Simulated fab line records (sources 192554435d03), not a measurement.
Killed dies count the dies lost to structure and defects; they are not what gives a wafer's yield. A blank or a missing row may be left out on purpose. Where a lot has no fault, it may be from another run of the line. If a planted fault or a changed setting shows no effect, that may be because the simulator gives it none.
Struck lot and sound lot, side by side -- flow n5-finfet -- 15 out of 1938 route steps
Sound: these wafers, L315.2, L315.3, L315.6. Struck: wafer L326.1 (L326.3, L326.4, from the same lot, were not struck and are left out); the cause is given at the end.
At each step with rows: each side's tool, then ch and its chambers, then its first start. Under that, the readings that differ: sound wafers -- struck wafers -- difference of the means -- sigmas: that difference in standard deviations of wafers without a fault.
alike: a reading whose means differ by less than 2 such deviations, as well as words and numbers matching on both sides. not compared: withheld readings; readings where some wafer has no value; bounds like >300 that might hide an equal value; numbers whose values overlap and for which the record gives no deviation.
Wherever a step has rows on one side only, a row that says differs or no value, or a row with sigmas, the two part there. Numbers that have no deviation but don't overlap get no sigmas and don't part them. Lack of a reading on every wafer of one side parts them only where that side has two or more wafers.

first, 2 steps without rows for these wafers: N5_HKMG_FIN_ALD_71 (deposits TiN, target thk 1 nm, pulse time 1 s, purge time 3 s); N5_HKMG_FIN_COAT_66 (time 60 s, resist thk 300 nm).
N5_HKMG_FIN_ETCH_67: etches SOC in N2/H2, stops on TiN, target depth 388.9 nm.
  sound on rie-diel-01 ch 1,3, day 4 11:58; struck on rie-diel-03 ch 1, day 7 04:07
reading,sound,struck,difference,sigmas
oes-product-au (a.u.),0.68 0.84 0.68,0.90,+0.17,+2
showerhead-plenum-p-Torr (Torr),2.50 2.58 2.50,2.70,+0.17,+2
  alike: drypump-motor-current-A, rf-vpp-V, throttle-valve-pct
  not compared: rf-hours-counter-h
N5_HKMG_FIN_STRIP_90: strips SOC in N2/H2, time 20 s.
  sound on rie-diel-01 ch 1,3, day 4 12:01; struck on rie-diel-03 ch 1, day 7 04:11
reading,sound,struck,difference,sigmas
oes-product-au (a.u.),0.68 0.87 0.68,0.92,+0.18,+2
  alike: drypump-motor-current-A, rf-vpp-V, showerhead-plenum-p-Torr, throttle-valve-pct
  not compared: rf-hours-counter-h
then, 2 steps without rows for these wafers: N5_HKMG_FIN_WET_ETCH_73 (etches the open film in SC1, time 42.3 s, target depth 1.3 nm, rinse time 30 s); N5_HKMG_FIN_ETCHBACK_68 (etches the open film in Cl2/Ar, stops on HfO2, target depth 0.5 nm).
N5_HKMG_FIN_STRIP_69: strips in N2/H2, time 360 s.
  sound on plasma-asher-02 ch 0,1, day 4 12:19; struck on plasma-asher-01 ch 1, day 7 04:29
reading,sound,struck,difference,sigmas
drypump-motor-current-A (A),5.28 5.29 5.29,5.52,+0.23,+3
heater-power-w (W),510 490 487,414,-82,-2
  not compared: rf-hours-counter-h
N5_HKMG_FIN_ALD_21: deposits TiN, target thk 1.5 nm, pulse time 1 s, purge time 3 s.
  sound on ald-metal-01 ch 0,1, day 4 12:42; struck on ald-metal-03 ch 1, day 7 04:52
  alike: heater-power-w, precursor-pulse-height-rel
N5_HKMG_FIN_ALD_72: deposits W, target thk 2 nm, pulse time 1 s, purge time 2 s.
  sound on cvd-w-01 ch 0,1, day 4 13:04; struck on cvd-w-01 ch 1, day 7 05:13
  alike: heater-power-w, precursor-pulse-height-rel
then, 3 steps without rows for these wafers: N5_HKMG_FIN_W_FILL_22 (material W, target thk 60 nm, time 18.2 s); N5_HKMG_FIN_PRECLEAN_83 (cleans in DIW, time 57.5 s); N5_HKMG_FIN_SRD_84 (dry time 32 s).
N5_HKMG_FIN_CMP_23: polishes, stops on SiNx, t overpolish 10 s, target thk 46.326 nm.
  sound on cmp-02 ch 0,1,2, day 4 13:24; struck on cmp-02 ch 2, day 7 05:29
reading,sound,struck,difference,sigmas
overpolish-run-s (s),10.003 9.993 10.008,5.622,-4.379,-99 or more
time-to-endpoint-s (s),12.1 14.2 14.4,22.9,+9.3,+5
  alike: motor-current-A
then, 1 step without rows for these wafers: N5_HKMG_FIN_CMP_94 (polishes, stops on SiNx, t overpolish 4.7 s, target thk 43.299 nm).
-- a jump in the record: the struck wafers' starts before and after are 5 days apart (it breaks off in module HKMG_FIN and resumes in module BEOL_M4, where the first step shown is number 1111 of the route) --
N5_BEOL_M4_RC_MEAS_101:
  sound on prober-01 ch 0, day 8 02:30; struck on prober-01 ch 0, day 11 23:40
  alike: DIBL_N, DIBL_P, IOFF_N, IOFF_P, ION_N, ION_P, SS_N, SS_P, VT_N, VT_P

WHERE THEY PART
Last at N5_HKMG_FIN_CMP_23 as far as this record goes, first at N5_HKMG_FIN_ETCH_67. Later steps at which nothing parts them and some readings are alike: N5_BEOL_M4_RC_MEAS_101.

WHY: what the simulator had put in
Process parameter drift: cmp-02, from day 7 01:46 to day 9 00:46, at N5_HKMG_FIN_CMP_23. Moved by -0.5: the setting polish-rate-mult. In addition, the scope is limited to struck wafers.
